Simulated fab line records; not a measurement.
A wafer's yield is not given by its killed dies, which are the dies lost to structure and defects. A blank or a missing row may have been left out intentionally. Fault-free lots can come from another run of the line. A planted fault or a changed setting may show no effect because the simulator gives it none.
Comparing a struck lot with a sound one    flow n5-finfet    37 out of 1938 route steps
Sound: these wafers, L210.2, L210.3, L210.4. Struck: wafers L222.4, L222.5, L222.6. Last of all comes the cause.
Per side, at each step with rows, come the tool, then ch with its chambers, and then its first start. Under that, the readings that differ: sound wafers    struck wafers    difference of the means    sigmas: that difference in standard deviations of wafers without a fault.
alike: readings with means less than 2 such deviations apart, plus words and numbers identical on both sides. not compared: withheld readings, readings lacking a value on some wafer, bounds such as >300 that could conceal the same value, and numbers that have no deviation in the record and whose values overlap.
Wherever a step has rows on one side only, a row that says differs or no value, or a row with sigmas, the two part there. Numbers that don't overlap but have no deviation are shown without sigmas and don't part them. Lack of a reading on every wafer of one side parts them only where that side has two or more wafers.

first, 9 steps without rows for these wafers: N5_BEOL_M6_DESCUM_33 (chemistry O2, time 7 s); N5_BEOL_M6_ETCH_72 (etches underlayer in N2/H2, target depth 6.5 nm, time 5.2 s); N5_BEOL_M6_ETCH_65 (etches SiARC in CF4, target depth 15.6 nm, time 26 s); N5_BEOL_M6_ETCH_66 (etches SOC in N2/H2, target depth 80 nm, overetch 16 nm, time 120 s); N5_BEOL_M6_STRIP_69 (strips in N2/H2); N5_BEOL_M6_STRIP_73 (strips in N2/H2); N5_BEOL_M6_VIA_ETCH_34 (etches SiCOH lowk in C4F6/O2, target depth 126.3 nm, time 50.9 s); N5_BEOL_M6_STRIP_76 (strips in C4F6/O2); N5_BEOL_M6_STRIP_36 (strips in N2/H2).
N5_BEOL_M6_TRENCH_ETCH_37: etches SiCOH lowk in C4F6/O2, target depth 94.435 nm, time 31.5 s.
  sound on rie-diel-06 ch 0,1, day 10 00:12; struck on rie-diel-06 ch 0,2,3, day 12 20:58
reading                              sound              struck             difference  sigmas
rf-fwd-power-W (W)                   336.3 339.0 339.1  277.2 278.7 278.9  -59.9       -37
rf-vpp-V (V)                         646 690 644        712 752 727        +70         +4
model.BEOL_M6.feature-depth-nm (nm)  97 93.8 95.4       89.2 89.2 87.6     -6.7        
model.etch.depth-nm (nm)             97.08 93.75 95.36  89.19 89.23 87.6   -6.72       
  alike: O2_flow_sccm, drypump-motor-current-A, oes-product-au, showerhead-plenum-p-Torr, throttle-valve-pct
  not compared: rf-hours-counter-h
then, 2 steps without rows for these wafers: N5_BEOL_M6_ETCH_41 (etches SiCN in CH3F/O2, target depth 29.7 nm, time 52 s); N5_BEOL_M6_STRIP_80 (strips in N2/H2, time 10 s).
N5_BEOL_M6_OCD_MEAS_38:
  struck on ocd-02, day 12 21:07; sound on ocd-01, day 10 00:22
reading               sound           struck          difference  sigmas
trench-depth-nm (nm)  97.5 93.7 95.3  89.7 89.1 87.6  -6.7        -4
then, 13 steps without rows for these wafers: N5_BEOL_M6_HM_STRIP_39 (strips TiN in peroxide tin strip, target depth 25 nm, time 158 s); N5_BEOL_M6_SRD_40 (time 30 s); N5_BEOL_M6_PRECLEAN_42 (cleans in residue remover, time 60 s); N5_BEOL_M6_SRD_43 (time 30 s); N5_BEOL_M6_CURE_75 (cures SiCOH lowk, time 120 s); N5_BEOL_M6_DEGAS_44 (time 60 s); N5_BEOL_M6_PRE_CLEAN_45 (time 30 s); N5_BEOL_M6_ALD_77 (deposits TaN, target thk 2 nm, pulse time 2 s, purge time 3 s); N5_BEOL_M6_SURFACE_TREAT_79; N5_BEOL_M6_CVD_78 (deposits Co from CCTBA/H2, target thk 2 nm, time 142.3 s); N5_BEOL_M6_SPUTTER_48 (material Cu, target thk 10 nm, time 1.667 s); N5_BEOL_M6_ECD_50 (material Cu, target thk 300 nm); N5_BEOL_M6_ANNEAL_51 (time 90 s).
N5_BEOL_M6_CMP_52: polishes, stops on SiCOH lowk, t overpolish 6.9 s, target thk 80 nm.
  sound on cmp-02 ch 0,2,3, day 10 01:56; struck on cmp-02 ch 0,1,2, day 13 01:11
reading                                 sound           struck          difference  sigmas
model.Cu_of_BEOL_M6_ECD_50.thk-nm (nm)  82.4 80.8 81.8  75.2 73.6 71.6  -8.2        
  alike: barrier-field-endpoint-s, motor-current-A, overpolish-run-s, retaining-ring-pressure-frac, time-to-endpoint-s
  not compared: pad-life-wafers
N5_BEOL_M6_THK_MEAS_53: measures by xrf.
  struck on film-metro-01, day 13 01:25; sound on film-metro-01, day 10 02:14
reading      sound           struck          difference  sigmas
M6_THK (nm)  81.9 80.7 81.7  75.6 74.3 72.0  -7.5        -4
then, 2 steps without rows for these wafers: N5_BEOL_M6_PRE_CLEAN_55 (time 15 s); N5_BEOL_M6_DEP_56 (deposits SiCN from 3MS/NH3, target thk 10 nm, time 17.5 s).
N5_BEOL_M6_RS_MEAS_57: uses a four-point probe to measure.
  struck on film-metro-02, day 13 01:32; sound on film-metro-01, day 10 02:22
reading         sound              struck             difference  sigmas
M6_RS (ohm/sq)  0.276 0.283 0.280  0.308 0.316 0.326  +0.037      +4
then, 5 steps without rows for these wafers: N5_BEOL_M7_ILD_DEP_00 (deposits SiCOH lowk from DEMS/porogen, target thk 179.75 nm, time 33.4 s); N5_BEOL_M7_CURE_74 (cures SiCOH lowk, time 240 s); N5_BEOL_M7_PECVD_70 (deposits SiO2 from TEOS/O2, target thk 20 nm, time 22.7 s); N5_BEOL_M7_HM_DEP_02 (deposits TiN, target thk 20 nm); N5_BEOL_M7_COAT_59 (time 60 s, resist thk 100 nm).
-- the record jumps here: 3 days lie between the struck wafers' starts before and after (it left off in module BEOL_M7 and takes up again in module BEOL_M15, whose first step shown is number 1830 of the route) --
N5_BEOL_M15_RC_MEAS_101:
  sound on prober-01 ch 0, day 13 03:25; struck on prober-02 ch 0, day 15 19:37
reading                    sound              struck             difference  sigmas
SERP_M14 (ohm/um)          0.151 0.160 0.153  0.167 0.161 0.168  +0.011      +2
SERP_M6 (ohm/um)           13.8 13.7 13.8     15.1 15.8 16.0     +1.9        +4
SERP_M6_max_site (ohm/um)  14.2 14.5 14.1     15.7 16.1 17.1     +2.0        +3
  alike: etest-temp-c, COMB_M10, COMB_M10_max_site, COMB_M11, COMB_M11_max_site, COMB_M12, COMB_M13, COMB_M14, COMB_M15, COMB_M5, COMB_M6, COMB_M7, COMB_M8, COMB_M9, SERP_M10, SERP_M11, SERP_M12, SERP_M13, SERP_M5, SERP_M7, SERP_M8, SERP_M9

== WHERE THEY PART ==
At N5_BEOL_M6_TRENCH_ETCH_37 first; at N5_BEOL_M15_RC_MEAS_101 last (within this record only).

WHY: what the simulator had put in
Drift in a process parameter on rie-diel-06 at N5_BEOL_M6_TRENCH_ETCH_37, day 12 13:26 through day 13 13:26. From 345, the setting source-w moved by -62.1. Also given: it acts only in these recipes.
